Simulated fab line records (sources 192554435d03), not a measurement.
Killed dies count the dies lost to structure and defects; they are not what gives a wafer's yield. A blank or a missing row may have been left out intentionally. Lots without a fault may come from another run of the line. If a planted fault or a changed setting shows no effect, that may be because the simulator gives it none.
Lot-split experiment || flow n5-finfet || 39 wafers read from 7 lots, route of 1938 steps

THE SPLIT
At N5_MOL_CONTACT_COAG_PRECLEAN_111 (cleans in NF3:NH3, afs cycles 1, time 20 s, sublimation time 60 s), the setting time-s was moved away from the recipe's 20 s on 15 of the 39 wafers read, by -51.6% to +45.9%. The other wafers ran this setting at the recipe's value.

FROM THE SPLIT TO THE READING: what the file shows between them, 9 steps
- N5_MOL_CONTACT_COAG_TI_SIL_19: material Ti, target thk 4.2 nm, time 15 s
- N5_MOL_CONTACT_COAG_ALD_20: deposits TiN, target thk 1.5 nm, pulse time 1 s, purge time 3 s
- N5_MOL_CONTACT_COAG_PRECLEAN_125: cleans in DIW, time 57.5 s
- N5_MOL_CONTACT_COAG_SRD_126: dry time 32 s
- N5_MOL_CONTACT_COAG_CMP_23: polishes, stops on SiO2, t overpolish 1.5 s, target thk 0 nm
- N5_MOL_CONTACT_COAG_WET_ETCH_26: target Co, target depth 13 nm
- N5_MOL_CONTACT_COAG_WET_ETCH_116: etches the open film in SC1-inhibited, target depth 4.6 nm, rinse time 30 s
- N5_MOL_CONTACT_COAG_ALD_27: deposits SiOC, target thk 17 nm, pulse time 1.5 s, time 2720 s
- N5_MOL_CONTACT_COAG_CMP_28: polishes, stops on SiNx, t overpolish 0.85 s, target thk 14.522 nm

THE READING
Values of MD_CAP_THK in nm from N5_MOL_CONTACT_COAG_THK_MEAS_29. Fault-free wafers of this fab line usually give 17.93 nm, standard deviation 0.089 nm.

{"wafer": "L075.1", "tool, chamber at the split": "remote-plasma-02, 0", "time-s as run, s": 11.88, "against the recipe": "-40.6%", "MD_CAP_THK, nm": 18.34, "against lot-mates on the recipe": "+0.34"}
{"wafer": "L075.2", "tool, chamber at the split": "remote-plasma-02, 0", "time-s as run, s": 11.88, "against the recipe": "-40.6%", "MD_CAP_THK, nm": 18.20, "against lot-mates on the recipe": "+0.20"}
{"wafer": "L075.3", "tool, chamber at the split": "remote-plasma-02, 0", "time-s as run, s": 20, "against the recipe": "recipe", "MD_CAP_THK, nm": 18.04, "against lot-mates on the recipe": "-"}
{"wafer": "L075.4", "tool, chamber at the split": "remote-plasma-02, 0", "time-s as run, s": 20, "against the recipe": "recipe", "MD_CAP_THK, nm": 17.97, "against lot-mates on the recipe": "-"}
{"wafer": "L075.5", "tool, chamber at the split": "remote-plasma-02, 0", "time-s as run, s": 11.88, "against the recipe": "-40.6%", "MD_CAP_THK, nm": 18.17, "against lot-mates on the recipe": "+0.17"}
{"wafer": "L075.6", "tool, chamber at the split": "remote-plasma-02, 0", "time-s as run, s": 20, "against the recipe": "recipe", "MD_CAP_THK, nm": 18.00, "against lot-mates on the recipe": "-"}
{"wafer": "L079.1", "tool, chamber at the split": "remote-plasma-01, 0", "time-s as run, s": 29.17, "against the recipe": "+45.9%", "MD_CAP_THK, nm": 17.67, "against lot-mates on the recipe": -0.26}
{"wafer": "L079.2", "tool, chamber at the split": "remote-plasma-01, 0", "time-s as run, s": 29.17, "against the recipe": "+45.9%", "MD_CAP_THK, nm": 17.59, "against lot-mates on the recipe": -0.34}
{"wafer": "L079.3", "tool, chamber at the split": "remote-plasma-01, 0", "time-s as run, s": 29.17, "against the recipe": "+45.9%", "MD_CAP_THK, nm": 17.76, "against lot-mates on the recipe": -0.17}
{"wafer": "L079.4", "tool, chamber at the split": "remote-plasma-01, 0", "time-s as run, s": 20, "against the recipe": "recipe", "MD_CAP_THK, nm": 17.94, "against lot-mates on the recipe": "-"}
{"wafer": "L079.5", "tool, chamber at the split": "remote-plasma-01, 0", "time-s as run, s": 20, "against the recipe": "recipe", "MD_CAP_THK, nm": 17.99, "against lot-mates on the recipe": "-"}
{"wafer": "L079.6", "tool, chamber at the split": "remote-plasma-01, 0", "time-s as run, s": 20, "against the recipe": "recipe", "MD_CAP_THK, nm": 17.85, "against lot-mates on the recipe": "-"}
{"wafer": "L080.1", "tool, chamber at the split": "remote-plasma-01, 1", "time-s as run, s": 20, "against the recipe": "recipe", "MD_CAP_THK, nm": 18.00, "against lot-mates on the recipe": "-"}
{"wafer": "L080.2", "tool, chamber at the split": "remote-plasma-01, 1", "time-s as run, s": 20, "against the recipe": "recipe", "MD_CAP_THK, nm": 17.85, "against lot-mates on the recipe": "-"}
{"wafer": "L080.3", "tool, chamber at the split": "remote-plasma-01, 1", "time-s as run, s": 20, "against the recipe": "recipe", "MD_CAP_THK, nm": 18.05, "against lot-mates on the recipe": "-"}
{"wafer": "L080.4", "tool, chamber at the split": "remote-plasma-01, 1", "time-s as run, s": 20, "against the recipe": "recipe", "MD_CAP_THK, nm": 17.92, "against lot-mates on the recipe": "-"}
{"wafer": "L080.5", "tool, chamber at the split": "remote-plasma-01, 1", "time-s as run, s": 20, "against the recipe": "recipe", "MD_CAP_THK, nm": 17.92, "against lot-mates on the recipe": "-"}
{"wafer": "L080.6", "tool, chamber at the split": "remote-plasma-01, 1", "time-s as run, s": 20, "against the recipe": "recipe", "MD_CAP_THK, nm": 18.02, "against lot-mates on the recipe": "-"}
{"wafer": "L085.1", "tool, chamber at the split": "remote-plasma-01, 1", "time-s as run, s": 20, "against the recipe": "recipe", "MD_CAP_THK, nm": 17.86, "against lot-mates on the recipe": "-"}
{"wafer": "L085.2", "tool, chamber at the split": "remote-plasma-01, 1", "time-s as run, s": 20, "against the recipe": "recipe", "MD_CAP_THK, nm": 17.75, "against lot-mates on the recipe": "-"}
{"wafer": "L085.4", "tool, chamber at the split": "remote-plasma-01, 1", "time-s as run, s": 20, "against the recipe": "recipe", "MD_CAP_THK, nm": 18.00, "against lot-mates on the recipe": "-"}
{"wafer": "L089.1", "tool, chamber at the split": "remote-plasma-01, 1", "time-s as run, s": 9.69, "against the recipe": "-51.6%", "MD_CAP_THK, nm": 18.30, "against lot-mates on the recipe": "+0.52"}
{"wafer": "L089.2", "tool, chamber at the split": "remote-plasma-01, 1", "time-s as run, s": 9.69, "against the recipe": "-51.6%", "MD_CAP_THK, nm": 18.07, "against lot-mates on the recipe": "+0.29"}
{"wafer": "L089.3", "tool, chamber at the split": "remote-plasma-01, 1", "time-s as run, s": 20, "against the recipe": "recipe", "MD_CAP_THK, nm": 17.75, "against lot-mates on the recipe": "-"}
{"wafer": "L089.4", "tool, chamber at the split": "remote-plasma-01, 1", "time-s as run, s": 9.69, "against the recipe": "-51.6%", "MD_CAP_THK, nm": 18.21, "against lot-mates on the recipe": "+0.43"}
{"wafer": "L089.5", "tool, chamber at the split": "remote-plasma-01, 1", "time-s as run, s": 20, "against the recipe": "recipe", "MD_CAP_THK, nm": 17.85, "against lot-mates on the recipe": "-"}
{"wafer": "L089.6", "tool, chamber at the split": "remote-plasma-01, 1", "time-s as run, s": 20, "against the recipe": "recipe", "MD_CAP_THK, nm": 17.73, "against lot-mates on the recipe": "-"}
{"wafer": "L090.1", "tool, chamber at the split": "remote-plasma-02, 1", "time-s as run, s": 20, "against the recipe": "recipe", "MD_CAP_THK, nm": 17.86, "against lot-mates on the recipe": "-"}
{"wafer": "L090.2", "tool, chamber at the split": "remote-plasma-02, 1", "time-s as run, s": 15.94, "against the recipe": "-20.3%", "MD_CAP_THK, nm": 18.09, "against lot-mates on the recipe": "+0.23"}
{"wafer": "L090.3", "tool, chamber at the split": "remote-plasma-02, 1", "time-s as run, s": 15.94, "against the recipe": "-20.3%", "MD_CAP_THK, nm": 18.10, "against lot-mates on the recipe": "+0.24"}
{"wafer": "L090.4", "tool, chamber at the split": "remote-plasma-02, 1", "time-s as run, s": 20, "against the recipe": "recipe", "MD_CAP_THK, nm": 17.82, "against lot-mates on the recipe": "-"}
{"wafer": "L090.5", "tool, chamber at the split": "remote-plasma-02, 1", "time-s as run, s": 15.94, "against the recipe": "-20.3%", "MD_CAP_THK, nm": 18.10, "against lot-mates on the recipe": "+0.24"}
{"wafer": "L090.6", "tool, chamber at the split": "remote-plasma-02, 1", "time-s as run, s": 20, "against the recipe": "recipe", "MD_CAP_THK, nm": 17.91, "against lot-mates on the recipe": "-"}
{"wafer": "L097.1", "tool, chamber at the split": "remote-plasma-02, 1", "time-s as run, s": 27.65, "against the recipe": "+38.2%", "MD_CAP_THK, nm": 17.74, "against lot-mates on the recipe": -0.20}
{"wafer": "L097.2", "tool, chamber at the split": "remote-plasma-02, 1", "time-s as run, s": 27.65, "against the recipe": "+38.2%", "MD_CAP_THK, nm": 17.76, "against lot-mates on the recipe": -0.18}
{"wafer": "L097.3", "tool, chamber at the split": "remote-plasma-02, 1", "time-s as run, s": 20, "against the recipe": "recipe", "MD_CAP_THK, nm": 17.85, "against lot-mates on the recipe": "-"}
{"wafer": "L097.4", "tool, chamber at the split": "remote-plasma-02, 1", "time-s as run, s": 20, "against the recipe": "recipe", "MD_CAP_THK, nm": 18.00, "against lot-mates on the recipe": "-"}
{"wafer": "L097.5", "tool, chamber at the split": "remote-plasma-02, 1", "time-s as run, s": 20, "against the recipe": "recipe", "MD_CAP_THK, nm": 17.96, "against lot-mates on the recipe": "-"}
{"wafer": "L097.6", "tool, chamber at the split": "remote-plasma-02, 1", "time-s as run, s": 27.65, "against the recipe": "+38.2%", "MD_CAP_THK, nm": 17.69, "against lot-mates on the recipe": -0.25}

THE FIT
A straight line over all 39 wafers: MD_CAP_THK changes by -0.0059 nm for each +1% of time-s; r = -0.86; the points scatter about the line by 0.09 nm.
The same after taking each lot's own level away (the mean of its wafers on the recipe; 39 wafers): -0.0066 nm for each +1%; r = -0.92; scatter 0.075 nm.
According to that fit, moving time-s by its largest amount changes the reading by 0.34 nm.
From 17.777 to 18.003 nm: that is the span of the lots' own levels, equal to 2.5 times the standard deviation above.
Hence the slope depends on the lot-to-lot level, as the two fits are not the same.
Check: +0.335 nm against its lot-mates is what the line predicts for one of the wafers moved furthest among these (-51.6%) when that wafer is left out of the fit. It came out at +0.523 nm against them.

OTHER SPLITS APPLIED TO THESE WAFERS
Before the reading, these wafers also passed through other splits. Each is held against what the fit with the lots' levels taken away leaves over:
{"other split on the same wafers": "N5_FIN_SAQP_ETCH_65 time-s", "wafers away from the commonest value": 18, "r with MD_CAP_THK (lot level and that fit taken away)": -0.09}
{"other split on the same wafers": "N5_SD_EPI_N_EPI_21 time-s", "wafers away from the commonest value": 12, "r with MD_CAP_THK (lot level and that fit taken away)": "+0.07"}

THE WHOLE CHAIN: every reading that the file lists as answering this split, in the file's order
{"step": "N5_MOL_CONTACT_COAG_PRECLEAN_111", "what it does": "cleans in NF3:NH3, afs cycles 1, time 20 s, sublimation time 60 s", "reading": "SiNx_of_GATE_CUT_SAC_CAP_01.thk-nm (the simulator's own value, which no gauge read)", "change (the file's fit)": "-0.00743 nm for each +1% of the setting", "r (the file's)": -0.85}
{"step": "N5_MOL_CONTACT_COAG_PRECLEAN_111", "what it does": "cleans in NF3:NH3, afs cycles 1, time 20 s, sublimation time 60 s", "reading": "SiNx_of_SPACER0_ALD_07.thk-nm (the simulator's own value, which no gauge read)", "change (the file's fit)": "-0.00834 nm for each +1% of the setting", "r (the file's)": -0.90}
{"step": "N5_MOL_CONTACT_COAG_CMP_23", "what it does": "polishes, stops on SiO2, t overpolish 1.5 s, target thk 0 nm", "reading": "SiNx_of_GATE_CUT_SAC_CAP_01.thk-nm (the simulator's own value, which no gauge read)", "change (the file's fit)": "-0.00699 nm for each +1% of the setting", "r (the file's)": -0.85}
{"step": "N5_MOL_CONTACT_COAG_WET_ETCH_26", "what it does": "target Co, target depth 13 nm", "reading": "SiNx_of_GATE_CUT_SAC_CAP_01.thk-nm (the simulator's own value, which no gauge read)", "change (the file's fit)": "-0.0071 nm for each +1% of the setting", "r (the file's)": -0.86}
{"step": "N5_MOL_CONTACT_COAG_THK_MEAS_29", "what it does": "", "reading": "MD_CAP_THK", "change (the file's fit)": "-0.00662 for each +1% of the setting", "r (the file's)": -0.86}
{"step": "N5_MOL_CONTACT_COAG_ETCH_47", "what it does": "etches SiNx in CH3F/O2, stops on W, target depth 27 nm", "reading": "etch.depth-nm (the simulator's own value, which no gauge read)", "change (the file's fit)": "-0.00669 nm for each +1% of the setting", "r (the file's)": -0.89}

THE FILE'S OWN FIT
MD_CAP_THK changes by -0.00662 nm for each +1% of time-s, r = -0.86.
